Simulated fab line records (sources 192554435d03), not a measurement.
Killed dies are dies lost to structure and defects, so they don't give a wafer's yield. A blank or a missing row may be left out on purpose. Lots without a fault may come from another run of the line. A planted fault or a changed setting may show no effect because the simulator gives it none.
Matching of chambers ; flow n5_finfet ; 4 sister chambers for N5_BEOL_M2_STRIP_66 on rie_diel-04
The step strips in CF4. 8 wafers are shown with their chamber, then 10 later ones without.

== WAFERS WITH THEIR CHAMBER ==
wafer;chamber;throttle_valve_pct (%);showerhead_plenum_p_Torr (Torr)
L079.1;2;13.68;1.81
L080.3;0;13.45;1.83
L080.4;2;13.68;1.81
L090.2;0;13.48;1.82
L090.3;3;13.19;1.83
L090.6;1;13.23;1.82
L092.2;1;13.25;1.82
L092.4;3;13.19;1.82

== WAFERS WITHOUT THEIR CHAMBER ==
wafer;throttle_valve_pct (%);showerhead_plenum_p_Torr (Torr)
L092.5;13.20;1.82
L093.1;13.21;1.82
L093.5;13.19;1.82
L093.6;13.73;1.80
L096.1;13.26;1.82
L096.3;13.53;1.82
L096.6;13.75;1.80
L097.3;13.22;1.82
L097.4;13.53;1.82
L097.6;13.54;1.82

== CHAMBER TAKEN BY EACH ==
wafer;from the rows above;in truth
L092.5;can't be placed: 3 or 1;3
L093.1;can't be placed: 3 or 1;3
L093.5;3;3
L093.6;2;2
L096.1;1;1
L096.3;0;0
L096.6;2;2
L097.3;can't be placed: 1 or 3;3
L097.4;0;0
L097.6;0;0
Correctly placed: 7 of 10. Cannot be placed on the basis of these rows: 3; the candidates contain the true chamber in 3. 0 placed wrongly.
How it was worked out, from the rows above alone: a wafer's distance from a chamber is the root of the sum, over the readings, of the square of ((its reading less the chamber's mean) divided by the reading's scatter). The wafer belongs to the nearest chamber; if the next one is less than 2 further off, it can't be placed. For every chamber, the mean is computed from those of its wafers that are shown. How the scatter is found: for the shown wafers, subtract from each reading the mean of its chamber, square and add these, divide the total by (wafers less chambers), then take the root.
